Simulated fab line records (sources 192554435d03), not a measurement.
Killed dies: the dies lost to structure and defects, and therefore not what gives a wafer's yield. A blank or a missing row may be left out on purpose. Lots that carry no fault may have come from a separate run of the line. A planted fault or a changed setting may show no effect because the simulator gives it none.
fab line records	flow n5Finfet
record: lots: 24	wafers: 72	lastDay: 18
route steps=1938 shown BEOL_M4@1034
lots with no fault: from the same line, run without faults
startH: the number of hours between the record's first day and the start of the first shown wafer of the lot	waitH: how many hours have passed since the lot's step before this one	" unchanged from the row above	L1.1+2: a row that stands for several wafers	- either no value or no given start	* or withheld: withheld	< > ~ a bound
route shown NAME@n: a module of which the file shows steps, and the number in the route of the first	usual: mean and standard deviation over wafers with no fault	same: alike in all rows	chamber/n: place in a boat	sites: each site's reading	_std_site: the values' standard deviation	_edge_site: mean of outer sites minus mean of inner sites	radiusMm: how far each site lies from the wafer's centre	mask NAME#n: copy n	behind: the most recent tool/chamber to have shaped the wafer	hold: why the lot went on hold/how many hours it stayed there/how the hold came to an end	device: transistor that didn't switch, given as n, p or np	end of line: the route-end tests of the same wafers	where a step has no rows: the recipe by itself	killed: the dies lost at the first sort to structure and to defects; this is not the yield of the wafer	map: a wafer's dies, x killed, . not, _ none there
set.NAME: the setting that was run; set.NAME@STEP: the one run at that earlier step	model.NAME: the simulator's own value behind a step, which no gauge read
route steps across a sampled set of lots; one table per step, one row per wafer
services: when a tool's chamber went out of use (startH, in hours from the record's first day, below 0 if earlier), for how many hours, and the reason
== steps ==
step: N5_BEOL_M4_CD_MEAS_11
recipe: targetCdNm: 16.79	landingEnergyEv: 500	detector: seInlens	polarity: opening
usual: cdNm: 16.79/0.23
same: landingEnergyEv: 500
lot.wafer	tool	chamber	startH	waitH	cdNm
L074.2	cdSem-03	0	157.35	-	16.68
L074.3	"	0	"	"	16.43
L074.4	"	0	"	"	16.47
L075.1	cdSem-02	0	161.33	-	17.04
L075.2	"	0	"	"	16.86
L075.5	"	0	"	"	17.12
L076.2	cdSem-01	0	172.84	-	16.76
L076.4	"	0	"	"	16.04
L076.5	"	0	"	"	17.10
L078.1	cdSem-03	0	184.05	-	16.62
L078.4	"	0	"	"	16.75
L078.5	"	0	"	"	16.20
L077.3	cdSem-02	0	185.00	-	16.78
L077.5	"	0	"	"	17.07
L077.6	"	0	"	"	16.63
L079.1	cdSem-01	0	193.98	-	16.81
L079.3	"	0	"	"	16.65
L079.5	"	0	"	"	16.69
L080.2	cdSem-01	0	199.84	-	16.50
L080.5	"	0	"	"	17.13
L080.6	"	0	"	"	16.26
L081.1	cdSem-02	0	203.04	-	16.70
L081.2	"	0	"	"	16.76
L081.3	"	0	"	"	16.92
L084.1	cdSem-03	0	207.58	-	16.86
L084.3	"	0	"	"	16.93
L084.6	"	0	"	"	16.97
L082.1	cdSem-01	0	212.44	-	17.17
L082.3	"	0	"	"	17.20
L082.5	"	0	"	"	16.61
L083.2	cdSem-02	0	218.71	-	16.77
L083.5	"	0	"	"	16.60
L083.6	"	0	"	"	16.67
L085.2	cdSem-02	0	226.50	-	16.79
L085.5	"	0	"	"	16.88
L085.6	"	0	"	"	16.67
L086.3	cdSem-03	0	229.32	-	17.00
L086.4	"	0	"	"	16.90
L086.5	"	0	"	"	16.98
L087.1	cdSem-01	0	241.75	-	16.78
L087.4	"	0	"	"	16.82
L087.5	"	0	"	"	16.70
L088.2	cdSem-02	0	245.30	-	16.45
L088.3	"	0	"	"	16.71
L088.5	"	0	"	"	17.25
L089.1	cdSem-03	0	247.55	-	17.04
L089.2	"	0	"	"	17.18
L089.4	"	0	"	"	16.63
L090.1	cdSem-02	0	249.80	-	16.77
L090.2	"	0	"	"	16.71
L090.3	"	0	"	"	16.55
L091.3	cdSem-01	0	260.57	-	16.83
L091.4	"	0	"	"	16.49
L091.6	"	0	"	"	16.88
L092.4	cdSem-02	0	268.23	-	16.94
L092.5	"	0	"	"	16.77
L092.6	"	0	"	"	16.67
L095.1	cdSem-01	0	279.46	-	17.23
L095.2	"	0	"	"	16.64
L095.3	"	0	"	"	16.52
L093.1	cdSem-02	0	282.75	-	16.78
L093.4	"	0	"	"	16.51
L093.6	"	0	"	"	17.05
L094.1	cdSem-02	0	285.75	-	16.93
L094.2	"	0	"	"	16.68
L094.3	"	0	"	"	16.83
L096.1	cdSem-02	0	290.51	-	16.70
L096.3	"	0	"	"	17.02
L096.4	"	0	"	"	17.02
L097.1	cdSem-01	0	297.36	-	16.46
L097.3	"	0	"	"	16.72
L097.6	"	0	"	"	16.87
step: N5_BEOL_M4_ETCH_77
recipe: chemistry: N2/H2	target: underlayer	targetDepthA: 65	maskMaterial: CAR-EUV	timeS: 5.2	ionEnergyEv: 200	pressureMtorr: 30	sourceW: 840	biasW: 150	n2FlowSccm: 200	h2FlowSccm: 200	ends: cleared
usual: chamberPressureMTorr: 30.00/0.042	drypumpMotorCurrentA: 5.7/0.47	etchRfOnTimeS: 5.17/0.072	oesProductAu: 0.67/0.066	rfVppV: 524.4/2.7	showerheadPlenumPTorr: 2.56/0.089	throttleValvePct: 17.93/0.29
lot.wafer	tool	chamber	startH	waitH	chamberPressureMTorr	drypumpMotorCurrentA	etchRfOnTimeS	oesProductAu	rfHoursCounterH	rfVppV	showerheadPlenumPTorr	throttleValvePct
L074.2	rieDiel-02	3	158.52	0.0	30.00	5.8	5.20	0.65	130	521.6	2.45	17.63
L074.3	"	2	"	"	30.02	6.1	5.06	0.68	102	527.4	2.67	17.69
L074.4	"	0	"	"	29.99	5.5	5.23	0.59	247	519.2	2.40	17.94
L075.1	rieDiel-06	2	162.90	0.0	30.03	5.4	5.20	0.63	170	525.8	2.64	18.24
L075.2	"	3	"	"	30.01	6.4	5.26	0.66	128	523.4	2.56	18.25
L075.5	"	0	"	"	30.06	5.7	5.15	0.79	-	525.1	2.49	17.66
L076.2	rieDiel-02	1	173.91	0.0	30.02	6.5	5.13	0.60	220	526.1	2.63	18.05
L076.4	"	1	"	"	29.94	6.5	5.17	0.60	-	526.5	2.63	18.03
L076.5	"	2	"	"	30.00	6.1	5.06	0.67	-	527.8	2.67	17.72
L078.1	rieDiel-06	3	185.50	0.0	30.04	6.4	5.24	0.65	134	523.9	2.56	18.28
L078.4	"	1	"	"	30.03	5.0	5.27	0.76	18	520.0	2.48	17.53
L078.5	"	2	"	"	30.07	5.5	5.16	0.63	-	525.7	2.64	18.24
L077.3	rieDiel-06	2	186.32	0.0	30.00	5.4	5.17	0.62	177	526.9	2.63	18.22
L077.5	"	2	"	"	30.09	5.4	5.17	0.64	-	525.5	2.64	18.26
L077.6	"	3	"	"	29.96	6.4	5.23	0.65	-	523.5	2.56	18.28
L079.1	rieDiel-06	3	195.19	0.0	29.93	6.4	5.19	0.65	137	524.2	2.56	18.28
L079.3	"	2	"	"	29.97	5.4	5.08	0.64	180	528.1	2.63	18.24
L079.5	"	1	"	"	30.00	5.0	5.23	0.76	-	523.8	2.48	17.52
L080.2	rieDiel-06	1	201.54	0.0	29.98	5.0	5.22	0.76	24	522.8	2.48	17.56
L080.5	"	1	"	"	30.01	5.0	5.30	0.75	-	522.5	2.48	17.54
L080.6	"	0	"	"	29.98	5.7	5.20	0.77	-	521.7	2.49	17.67
L081.1	rieDiel-01	1	204.20	0.0	30.04	5.6	5.16	0.71	65	527.8	2.69	17.64
L081.2	"	3	"	"	30.02	6.2	5.13	0.64	140	528.8	2.65	17.90
L081.3	"	2	"	"	30.00	5.0	5.23	0.60	240	523.5	2.61	18.26
L084.1	rieDiel-02	2	208.76	0.0	30.04	6.1	5.08	0.67	123	527.3	2.66	17.72
L084.3	"	0	"	"	30.00	5.5	5.07	0.81	9	530.1	2.71	17.53
L084.6	"	0	"	"	29.97	5.5	5.13	0.81	-	526.4	2.71	17.52
L082.1	rieDiel-01	0	214.00	0.0	30.08	5.7	5.35	0.61	194	522.9	2.42	18.10
L082.3	"	1	"	"	30.05	5.6	5.24	0.71	68	527.1	2.69	17.64
L082.5	"	3	"	"	30.00	6.2	5.23	0.65	-	529.4	2.65	17.88
L083.2	rieDiel-01	3	219.95	0.0	29.97	6.2	5.15	0.66	146	526.8	2.65	17.94
L083.5	"	2	"	"	29.98	5.0	5.26	0.58	-	524.3	2.61	18.25
L083.6	"	1	"	"	29.99	5.6	5.23	0.70	-	527.3	2.69	17.63
L085.2	rieDiel-06	0	227.69	0.0	29.95	5.7	5.09	0.75	38	522.3	2.48	17.69
L085.5	"	2	"	"	30.02	5.4	5.09	0.62	-	528.5	2.63	18.27
L085.6	"	1	"	"	30.07	5.0	5.25	0.75	-	522.7	2.47	17.55
L086.3	rieDiel-01	0	230.48	0.0	30.02	5.7	5.33	0.61	200	519.2	2.42	18.09
L086.4	"	2	"	"	29.97	5.0	5.27	0.58	249	525.9	2.61	18.27
L086.5	"	2	"	"	29.97	5.0	5.26	0.58	-	526.4	2.61	18.26
L087.1	rieDiel-06	2	244.58	0.0	29.97	5.5	5.05	0.62	196	524.8	2.63	18.27
L087.4	"	3	"	"	29.97	6.4	5.14	0.63	154	522.9	2.55	18.32
L087.5	"	3	"	"	30.00	6.4	5.17	0.64	-	524.3	2.55	18.31
L088.2	rieDiel-06	2	247.91	0.0	29.93	5.4	5.02	0.64	198	523.8	2.63	18.27
L088.3	"	3	"	"	30.00	6.4	5.15	0.64	156	522.3	2.55	18.32
L088.5	"	3	"	"	29.94	6.4	5.14	0.63	-	523.3	2.55	18.31
L089.1	rieDiel-01	0	248.71	0.0	30.02	5.6	5.32	0.60	210	521.0	2.41	18.13
L089.2	"	3	"	"	30.00	6.2	5.21	0.63	160	525.4	2.65	17.94
L089.4	"	0	"	"	29.95	5.6	5.31	0.60	-	520.2	2.41	18.11
L090.1	rieDiel-06	1	253.22	0.0	30.01	5.0	5.15	0.74	42	525.3	2.47	17.58
L090.2	"	0	"	"	29.98	5.8	5.04	0.75	49	520.6	2.48	17.73
L090.3	"	3	"	"	30.01	6.4	5.10	0.64	159	522.9	2.55	18.33
L091.3	rieDiel-06	1	261.84	0.0	29.98	5.0	5.14	0.74	47	520.1	2.47	17.58
L091.4	"	0	"	"	30.04	5.7	5.04	0.74	54	522.3	2.48	17.71
L091.6	"	0	"	"	30.00	5.7	5.07	0.72	-	526.8	2.48	17.73
L092.4	rieDiel-01	0	269.38	0.0	29.99	5.7	5.27	0.59	222	518.7	2.41	18.13
L092.5	"	2	"	"	29.98	5.0	5.02	0.84	-	525.5	2.61	17.81
L092.6	"	1	"	"	29.96	5.6	5.20	0.68	-	531.7	2.68	17.68
L095.1	rieDiel-06	3	280.50	0.0	30.06	6.4	5.19	0.63	168	523.9	2.54	18.37
L095.2	"	0	"	"	29.95	5.8	5.17	0.73	60	523.1	2.48	17.72
L095.3	"	2	"	"	29.97	5.4	5.11	0.61	213	524.7	2.62	18.30
L093.1	rieDiel-02	3	283.92	0.0	30.06	5.9	5.21	0.63	167	520.6	2.43	17.69
L093.4	"	0	"	"	30.02	5.5	5.07	0.78	-	529.4	2.70	17.56
L093.6	"	3	"	"	29.99	5.9	5.16	0.62	-	523.6	2.43	17.70
L094.1	rieDiel-06	2	287.77	0.0	30.14	5.4	5.14	0.60	217	523.6	2.62	18.30
L094.2	"	0	"	"	29.93	5.7	5.16	0.73	64	520.5	2.48	17.73
L094.3	"	3	"	"	29.98	6.4	5.20	0.62	172	525.1	2.54	18.33
L096.1	rieDiel-02	2	291.96	0.0	29.97	6.1	5.17	0.64	149	529.3	2.65	17.79
L096.3	"	3	"	"	29.99	5.9	5.19	0.61	172	520.4	2.43	17.71
L096.4	"	0	"	"	30.01	5.5	5.07	0.76	-	528.9	2.70	17.60
L097.1	rieDiel-06	1	299.05	0.0	29.99	5.0	5.19	0.73	53	521.1	2.47	17.59
L097.3	"	0	"	"	30.01	5.7	5.12	0.72	69	523.4	2.47	17.73
L097.6	"	3	"	"	29.98	6.4	5.21	0.62	-	523.9	2.54	18.36
step: N5_BEOL_M4_VIA_ETCH_34
recipe: chemistry: C4F6/O2	targetDepthA: 694	maskMaterial: SOC	pressureMtorr: 15	ionEnergyEv: 250	taperDeg: 4	timeS: 65.9	sourceW: 350	biasW: 170	Ar_flow_sccm: 300	C4F6_flow_sccm: 10	O2_flow_sccm: 10
usual: chamberPressureMTorr: 14.998/0.013	drypumpMotorCurrentA: 5.8/0.44	oesProductAu: 0.79/0.084	rfVppV: 664/5.2	showerheadPlenumPTorr: 2.88/0.1	throttleValvePct: 30.72/0.2
lot.wafer	tool	chamber	startH	waitH	chamberPressureMTorr	drypumpMotorCurrentA	oesProductAu	rfHoursCounterH	rfVppV	showerheadPlenumPTorr	throttleValvePct
L074.2	rieDiel-01	1	162.72	0.0	15.011	5.6	0.86	46	674	3.00	30.55
L074.3	"	2	"	"	14.997	5.0	0.69	232	657	2.92	31.12
L074.4	"	0	"	"	15.000	5.6	0.73	172	656	2.73	31.01
L075.1	rieDiel-02	2	167.63	0.0	15.005	6.1	0.78	105	668	2.98	30.67
L075.2	"	0	"	"	15.010	5.5	0.67	250	655	2.69	30.73
L075.5	"	1	"	"	14.989	6.5	0.70	-	658	2.91	30.66
L076.2	rieDiel-02	2	179.59	0.0	14.992	6.1	0.79	111	668	2.98	30.68
L076.4	"	1	"	"	15.030	6.5	0.70	-	658	2.91	30.68
L076.5	"	2	"	"	15.023	6.1	0.78	-	667	2.98	30.70
L077.3	rieDiel-02	0	188.86	0.0	14.985	5.5	0.99	1	667	3.03	30.52
L077.5	"	3	"	"	14.995	5.9	0.74	-	669	2.74	30.63
L077.6	"	2	"	"	14.989	6.1	0.78	-	667	2.98	30.69
L078.1	rieDiel-06	3	189.33	0.0	14.987	6.4	0.77	135	663	2.84	31.06
L078.4	"	1	"	"	14.986	5.0	0.91	19	658	2.79	30.62
L078.5	"	3	"	"	14.992	6.4	0.76	-	664	2.84	31.06
L079.1	rieDiel-02	0	206.64	0.0	15.010	5.5	0.95	9	667	3.02	30.52
L079.3	"	3	"	"	15.002	5.9	0.75	145	668	2.74	30.62
L079.5	"	2	"	"	14.988	6.1	0.77	-	668	2.98	30.72
L080.2	rieDiel-02	0	207.13	0.0	14.974	5.5	0.96	9	666	3.02	30.53
L080.5	"	1	"	"	15.008	6.5	0.70	-	659	2.91	30.70
L080.6	"	0	"	"	15.015	5.5	0.95	-	666	3.02	30.52
L081.1	rieDiel-01	3	211.65	0.0	14.986	6.2	0.76	143	671	2.95	30.63
L081.2	"	2	"	"	14.997	5.0	0.69	243	657	2.91	31.12
L081.3	"	1	"	"	15.024	5.6	0.82	67	672	2.99	30.57
L084.1	rieDiel-06	0	214.68	0.0	15.002	5.8	0.90	34	666	2.77	30.56
L084.3	"	1	"	"	15.000	5.0	0.89	27	659	2.79	30.63
L084.6	"	1	"	"	15.003	5.0	0.89	-	658	2.79	30.64
L082.1	rieDiel-02	1	222.56	0.0	14.995	6.5	0.69	237	657	2.91	30.70
L082.3	"	0	"	"	14.991	5.5	0.93	13	667	3.02	30.51
L082.5	"	2	"	"	14.984	6.1	0.77	-	667	2.97	30.69
L083.2	rieDiel-06	2	228.82	0.0	15.009	5.5	0.73	191	663	2.93	31.14
L083.5	"	1	"	"	14.975	5.0	0.87	-	656	2.78	30.64
L083.6	"	0	"	"	14.986	5.7	0.89	-	664	2.77	30.56
L085.2	rieDiel-06	2	237.62	0.0	15.006	5.5	0.73	193	663	2.93	31.14
L085.5	"	0	"	"	14.985	5.7	0.88	-	666	2.77	30.57
L085.6	"	3	"	"	15.019	6.4	0.75	-	663	2.84	31.08
L086.3	rieDiel-01	0	238.64	0.0	14.977	5.7	0.71	204	655	2.72	31.03
L086.4	"	1	"	"	14.994	5.6	0.82	-	671	2.99	30.58
L086.5	"	3	"	"	14.988	6.2	0.75	-	670	2.94	30.65
L087.1	rieDiel-06	0	252.96	0.0	15.009	5.7	0.87	48	664	2.77	30.57
L087.4	"	1	"	"	14.974	5.0	0.85	42	657	2.78	30.65
L087.5	"	3	"	"	14.983	6.4	0.74	-	662	2.83	31.06
L088.2	rieDiel-06	0	256.20	0.0	14.991	5.7	0.87	50	664	2.77	30.58
L088.3	"	2	"	"	14.988	5.4	0.72	202	662	2.93	31.16
L088.5	"	2	"	"	15.011	5.4	0.72	-	661	2.93	31.15
L090.1	rieDiel-02	0	259.10	0.0	14.982	5.5	0.92	21	667	3.02	30.52
L090.2	"	3	"	"	14.988	5.9	0.74	159	667	2.74	30.64
L090.3	"	1	"	"	15.013	6.5	0.69	244	658	2.90	30.70
L089.1	rieDiel-01	0	259.12	0.0	15.002	5.6	0.70	217	656	2.71	31.04
L089.2	"	1	"	"	14.996	5.6	0.81	90	672	2.98	30.61
L089.4	"	1	"	"	14.990	5.6	0.81	-	672	2.98	30.61
L091.3	rieDiel-02	1	265.48	0.0	15.007	6.5	0.70	246	658	2.90	30.70
L091.4	"	3	"	"	14.990	5.9	0.73	161	668	2.74	30.64
L091.6	"	0	"	"	15.003	5.5	0.93	-	667	3.02	30.52
L092.4	rieDiel-02	2	273.65	0.0	14.978	6.1	0.75	141	665	2.97	30.71
L092.5	"	1	"	"	15.021	6.5	0.68	-	659	2.90	30.70
L092.6	"	0	"	"	15.013	5.5	0.89	-	666	3.01	30.53
L095.1	rieDiel-01	3	281.90	0.0	14.998	6.2	0.73	170	668	2.94	30.66
L095.2	"	1	"	"	14.976	5.6	0.79	99	673	2.98	30.60
L095.3	"	2	"	"	15.002	5.0	0.96	4	656	2.91	30.75
L093.1	rieDiel-02	0	284.92	0.0	14.986	5.5	0.90	31	666	3.01	30.53
L093.4	"	2	"	"	15.000	6.1	0.76	-	666	2.96	30.73
L093.6	"	3	"	"	15.010	5.9	0.73	-	670	2.73	30.64
L094.1	rieDiel-01	3	289.28	0.0	14.982	6.1	0.75	173	669	2.94	30.68
L094.2	"	2	"	"	14.994	5.0	0.97	7	657	2.91	30.76
L094.3	"	1	"	"	14.995	5.6	0.79	101	672	2.98	30.60
L096.1	rieDiel-02	3	296.77	0.0	14.995	5.9	0.72	174	668	2.73	30.66
L096.3	"	2	"	"	14.986	6.1	0.74	150	666	2.96	30.72
L096.4	"	0	"	"	14.982	5.5	0.89	36	667	3.01	30.54
L097.1	rieDiel-02	2	300.14	0.0	14.997	6.1	0.75	152	667	2.96	30.73
L097.3	"	1	"	"	14.977	6.5	0.98	2	657	2.90	30.44
L097.6	"	3	"	"	14.995	5.9	0.73	-	670	2.73	30.66
step: N5_BEOL_M4_DEGAS_44
recipe: ambient: vacuum	tempC: 250	timeS: 60
usual: heaterPowerW: 305/34
lot.wafer	tool	chamber	startH	waitH	heaterPowerW
L074.2	pvdSputter-01	-	163.40	0.3	265
L074.3	"	-	"	"	321
L074.4	"	-	"	"	246
L075.1	pvdSputter-01	-	168.64	0.5	369
L075.2	"	-	"	"	247
L075.5	"	-	"	"	311
L076.2	pvdSputter-01	-	180.06	0.1	261
L076.4	"	-	"	"	318
L076.5	"	-	"	"	248
L077.3	pvdSputter-03	-	189.67	0.4	286
L077.5	"	-	"	"	328
L077.6	"	-	"	"	289
L078.1	pvdSputter-02	-	190.10	0.4	299
L078.4	"	-	"	"	334
L078.5	"	-	"	"	303
L079.1	pvdSputter-03	-	207.39	0.3	297
L079.3	"	-	"	"	327
L079.5	"	-	"	"	286
L080.2	pvdSputter-02	-	207.69	0.0	314
L080.5	"	-	"	"	313
L080.6	"	-	"	"	333
L081.1	pvdSputter-02	-	212.29	0.2	295
L081.2	"	-	"	"	307
L081.3	"	-	"	"	336
L084.1	pvdSputter-02	-	215.17	0.1	303
L084.3	"	-	"	"	337
L084.6	"	-	"	"	334
L082.1	pvdSputter-01	-	223.42	0.5	377
L082.3	"	-	"	"	255
L082.5	"	-	"	"	323
L083.2	pvdSputter-02	-	229.71	0.5	326
L083.5	"	-	"	"	306
L083.6	"	-	"	"	330
L085.2	pvdSputter-03	-	238.48	0.3	255
L085.5	"	-	"	"	329
L085.6	"	-	"	"	303
L086.3	pvdSputter-03	-	239.74	0.7	271
L086.4	"	-	"	"	327
L086.5	"	-	"	"	295
L087.1	pvdSputter-03	-	253.58	0.2	290
L087.4	"	-	"	"	331
L087.5	"	-	"	"	292
L088.2	pvdSputter-02	-	256.67	0.1	332
L088.3	"	-	"	"	309
L088.5	"	-	"	"	329
L090.1	pvdSputter-01	-	259.64	0.1	250
L090.2	"	-	"	"	268
L090.3	"	-	"	"	368
L089.1	pvdSputter-01	-	259.72	0.1	314
L089.2	"	-	"	"	248
L089.4	"	-	"	"	265
L091.3	pvdSputter-02	-	266.43	0.5	326
L091.4	"	-	"	"	317
L091.6	"	-	"	"	300
L092.4	pvdSputter-02	-	274.44	0.4	305
L092.5	"	-	"	"	327
L092.6	"	-	"	"	315
L095.1	pvdSputter-01	-	282.72	0.3	314
L095.2	"	-	"	"	260
L095.3	"	-	"	"	248
L093.1	pvdSputter-02	-	285.56	0.2	298
L093.4	"	-	"	"	315
L093.6	"	-	"	"	330
L094.1	pvdSputter-03	-	290.19	0.4	288
L094.2	"	-	"	"	327
L094.3	"	-	"	"	262
L096.1	pvdSputter-01	-	297.70	0.4	250
L096.3	"	-	"	"	263
L096.4	"	-	"	"	364
L097.1	pvdSputter-01	-	300.68	0.1	260
L097.3	"	-	"	"	320
L097.6	"	-	"	"	256
step: N5_BEOL_M4_SPUTTER_88
recipe: material: Cu	targetThkA: 45	tempC: -20	chamberPressurePa: 0.07	powerW: withheld	timeS: 8.29
usual: throttleValvePct: 30.2/1.1
lot.wafer	tool	chamber	startH	waitH	throttleValvePct
L074.2	pvdSputter-03	-	165.07	0.1	28.9
L074.3	"	-	"	"	30.1
L074.4	"	-	"	"	32.8
L075.1	pvdSputter-01	-	172.00	0.1	29.1
L075.2	"	-	"	"	30.2
L075.5	"	-	"	"	29.9
L076.2	pvdSputter-01	-	183.36	0.1	29.9
L076.4	"	-	"	"	30.1
L076.5	"	-	"	"	30.1
L077.3	pvdSputter-01	-	191.33	0.1	30.2
L077.5	"	-	"	"	29.5
L077.6	"	-	"	"	30.1
L078.1	pvdSputter-02	-	193.28	0.1	30.7
L078.4	"	-	"	"	30.4
L078.5	"	-	"	"	30.8
L079.1	pvdSputter-02	-	208.81	0.1	28.4
L079.3	"	-	"	"	30.3
L079.5	"	-	"	"	30.3
L080.2	pvdSputter-01	-	210.74	0.1	29.8
L080.5	"	-	"	"	29.3
L080.6	"	-	"	"	30.2
L081.1	pvdSputter-03	-	213.91	0.1	30.1
L081.2	"	-	"	"	28.7
L081.3	"	-	"	"	32.8
L084.1	pvdSputter-03	-	216.73	0.1	28.8
L084.3	"	-	"	"	30.2
L084.6	"	-	"	"	31.9
L082.1	pvdSputter-02	-	225.21	0.1	30.6
L082.3	"	-	"	"	28.1
L082.5	"	-	"	"	30.4
L083.2	pvdSputter-02	-	231.89	0.1	28.3
L083.5	"	-	"	"	30.2
L083.6	"	-	"	"	28.3
L085.2	pvdSputter-02	-	240.00	0.1	30.6
L085.5	"	-	"	"	30.5
L085.6	"	-	"	"	30.5
L086.3	pvdSputter-02	-	241.84	0.1	28.4
L086.4	"	-	"	"	30.3
L086.5	"	-	"	"	30.7
L087.1	pvdSputter-02	-	255.27	0.1	30.8
L087.4	"	-	"	"	30.3
L087.5	"	-	"	"	28.1
L088.2	pvdSputter-01	-	258.18	0.1	30.0
L088.3	"	-	"	"	30.1
L088.5	"	-	"	"	30.2
L090.1	pvdSputter-03	-	261.17	0.1	29.1
L090.2	"	-	"	"	32.2
L090.3	"	-	"	"	32.7
L089.1	pvdSputter-01	-	261.30	0.1	30.0
L089.2	"	-	"	"	29.2
L089.4	"	-	"	"	30.3
L091.3	pvdSputter-02	-	268.15	0.1	28.4
L091.4	"	-	"	"	30.3
L091.6	"	-	"	"	30.7
L092.4	pvdSputter-01	-	275.94	0.1	30.0
L092.5	"	-	"	"	30.5
L092.6	"	-	"	"	30.1
L095.1	pvdSputter-01	-	284.21	0.1	29.9
L095.2	"	-	"	"	29.7
L095.3	"	-	"	"	30.0
L093.1	pvdSputter-03	-	286.99	0.1	32.8
L093.4	"	-	"	"	28.9
L093.6	"	-	"	"	32.1
L094.1	pvdSputter-03	-	291.71	0.1	32.6
L094.2	"	-	"	"	28.9
L094.3	"	-	"	"	32.1
L096.1	pvdSputter-01	-	299.16	0.1	29.0
L096.3	"	-	"	"	30.1
L096.4	"	-	"	"	30.5
L097.1	pvdSputter-02	-	302.14	0.1	30.3
L097.3	"	-	"	"	28.4
L097.6	"	-	"	"	30.7
step: N5_BEOL_M4_ANNEAL_91
recipe: tempC: 400	timeS: 240	ambient: vacuum
usual: heaterPowerW: 761/88	susceptor_temp_C_max: 401.0/0.46
lot.wafer	tool	chamber	startH	waitH	heaterPowerW	susceptor_temp_C_max
L074.2	pvdSputter-03	-	165.37	0.0	708	400.6
L074.3	"	-	"	"	731	400.8
L074.4	"	-	"	"	645	401.2
L075.1	pvdSputter-01	-	172.30	0.0	651	401.3
L075.2	"	-	"	"	926	400.6
L075.5	"	-	"	"	800	400.5
L076.2	pvdSputter-01	-	183.66	0.0	806	400.7
L076.4	"	-	"	"	625	401.1
L076.5	"	-	"	"	624	400.6
L077.3	pvdSputter-01	-	191.63	0.0	812	400.4
L077.5	"	-	"	"	650	401.1
L077.6	"	-	"	"	614	400.9
L078.1	pvdSputter-02	-	193.58	0.0	793	400.5
L078.4	"	-	"	"	824	401.7
L078.5	"	-	"	"	747	401.0
L079.1	pvdSputter-02	-	209.11	0.0	800	401.8
L079.3	"	-	"	"	815	400.9
L079.5	"	-	"	"	830	401.8
L080.2	pvdSputter-01	-	211.04	0.0	783	400.5
L080.5	"	-	"	"	668	401.5
L080.6	"	-	"	"	957	400.7
L081.1	pvdSputter-03	-	214.21	0.0	727	401.4
L081.2	"	-	"	"	717	400.0
L081.3	"	-	"	"	650	401.3
L084.1	pvdSputter-03	-	217.03	0.0	697	400.6
L084.3	"	-	"	"	722	400.8
L084.6	"	-	"	"	796	401.2
L082.1	pvdSputter-02	-	225.51	0.0	835	400.5
L082.3	"	-	"	"	781	401.5
L082.5	"	-	"	"	825	401.9
L083.2	pvdSputter-02	-	232.19	0.0	774	401.5
L083.5	"	-	"	"	813	402.3
L083.6	"	-	"	"	779	401.4
L085.2	pvdSputter-02	-	240.30	0.0	820	400.7
L085.5	"	-	"	"	741	401.2
L085.6	"	-	"	"	819	400.6
L086.3	pvdSputter-02	-	242.14	0.0	775	401.2
L086.4	"	-	"	"	832	401.9
L086.5	"	-	"	"	740	400.9
L087.1	pvdSputter-02	-	255.57	0.0	744	400.7
L087.4	"	-	"	"	828	401.6
L087.5	"	-	"	"	770	401.3
L088.2	pvdSputter-01	-	258.48	0.0	797	400.7
L088.3	"	-	"	"	614	401.0
L088.5	"	-	"	"	952	400.8
L090.1	pvdSputter-03	-	261.47	0.0	720	400.5
L090.2	"	-	"	"	810	400.7
L090.3	"	-	"	"	655	401.2
L089.1	pvdSputter-01	-	261.63	0.0	627	400.4
L089.2	"	-	"	"	669	401.1
L089.4	"	-	"	"	933	400.9
L091.3	pvdSputter-02	-	268.45	0.0	767	401.2
L091.4	"	-	"	"	837	402.2
L091.6	"	-	"	"	849	400.4
L092.4	pvdSputter-01	-	276.24	0.0	804	400.6
L092.5	"	-	"	"	915	400.6
L092.6	"	-	"	"	784	400.7
L095.1	pvdSputter-01	-	284.51	0.0	780	400.8
L095.2	"	-	"	"	656	401.6
L095.3	"	-	"	"	934	400.9
L093.1	pvdSputter-03	-	287.29	0.0	660	400.8
L093.4	"	-	"	"	722	400.7
L093.6	"	-	"	"	825	401.0
L094.1	pvdSputter-03	-	292.01	0.0	661	400.5
L094.2	"	-	"	"	689	400.6
L094.3	"	-	"	"	816	400.5
L096.1	pvdSputter-01	-	299.46	0.0	654	401.6
L096.3	"	-	"	"	793	400.0
L096.4	"	-	"	"	925	400.8
L097.1	pvdSputter-02	-	302.44	0.0	828	401.4
L097.3	"	-	"	"	762	401.9
L097.6	"	-	"	"	846	401.2
== services ==
tool	chamber	startH	hours	kind
rieDiel-06	-	152.14	4.3	pm
rieDiel-02	-	161.27	0.4	repair
rieDiel-02	0	168.03	-	clean
rieDiel-02	0	168.03	-	consumableReplace:focusRing
rieDiel-02	0	168.03	-	consumableReplace:showerhead
rieDiel-02	0	168.03	16.3	scheduledDown
rieDiel-02	0	168.03	16.3	ventCycle
pvdSputter-03	-	168.44	10.5	repair
rieDiel-01	2	185.30	17.7	repair
rieDiel-02	1	195.81	5.5	repair
rieDiel-02	3	198.03	6.0	repair
rieDiel-01	2	231.57	-	clean
rieDiel-01	2	231.57	-	consumableReplace:focusRing
rieDiel-01	2	231.57	32.8	scheduledDown
rieDiel-01	2	231.57	32.8	ventCycle
rieDiel-02	-	241.53	15.6	pm
rieDiel-06	1	266.28	23.2	repair
rieDiel-02	1	277.02	-	clean
rieDiel-02	1	277.02	-	consumableReplace:focusRing
rieDiel-02	1	277.02	15.9	scheduledDown
rieDiel-02	1	277.02	15.9	ventCycle
== key ==
fault none
